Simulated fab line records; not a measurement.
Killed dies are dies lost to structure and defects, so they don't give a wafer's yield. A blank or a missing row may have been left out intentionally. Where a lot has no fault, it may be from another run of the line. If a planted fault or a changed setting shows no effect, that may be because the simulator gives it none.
Chamber matching | flow n5_finfet | thermal_cvd_si-01 running N5_HKMG_FIN_CVD_62: 3 sister chambers
The step deposits a-Si from Si2H6, target thk 3 nm, time 20.8 s. 14 wafers are shown with their chamber, then 7 later ones without.

== EACH WAFER AND ITS CHAMBER ==
wafer  | chamber | heater_power_w (W)
L555.1 | 2       | 1347
L555.3 | 1       | 1596
L555.6 | 1       | 1666
L552.1 | 1       | 1660
L552.5 | 2       | 1321
L552.6 | 0       | 1406
L558.1 | 0       | 1384
L558.3 | 2       | 1345
L558.6 | 0       | 1365
L566.2 | 0       | 1376
L566.3 | 2       | 1295
L566.5 | 0       | 1399
L569.3 | 0       | 1372
L569.5 | 2       | 1338

SIGNATURES, as means of the wafers listed above
reading        | chamber 0 | chamber 1 | chamber 2 | scatter within a chamber
heater_power_w | 1383.67   | 1640.67   | 1329.20   | 23.7
Rule: for a wafer and a chamber, the distance is found by dividing, reading by reading, the gap between the wafer's reading and the chamber's mean by the reading's scatter, squaring, summing and taking the root. The wafer belongs to the nearest chamber; if the next one is less than 2 further off, it can't be placed. The scatter: take each reading less its chamber's mean, square it, sum over the shown wafers, divide by the number of wafers less the number of chambers, and take the root.

== WAFERS WHOSE CHAMBER IS MISSING ==
wafer  | heater_power_w (W)
L569.6 | 1614
L573.2 | 1690
L573.3 | 1415
L573.4 | 1355
L575.2 | 1393
L575.4 | 1376
L575.5 | 1660

== EACH ONE'S CHAMBER ==
wafer  | from the rows above     | in truth
L569.6 | 1                       | 1
L573.2 | 1                       | 1
L573.3 | 0                       | 0
L573.4 | can't be placed: 2 or 0 | 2
L575.2 | 0                       | 0
L575.4 | can't be placed: 0 or 2 | 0
L575.5 | 1                       | 1
Correct placement for 5 of the 7. From these rows, 2 cannot be placed; in 2 the true chamber is one of the candidates. Wrongly placed: 0.
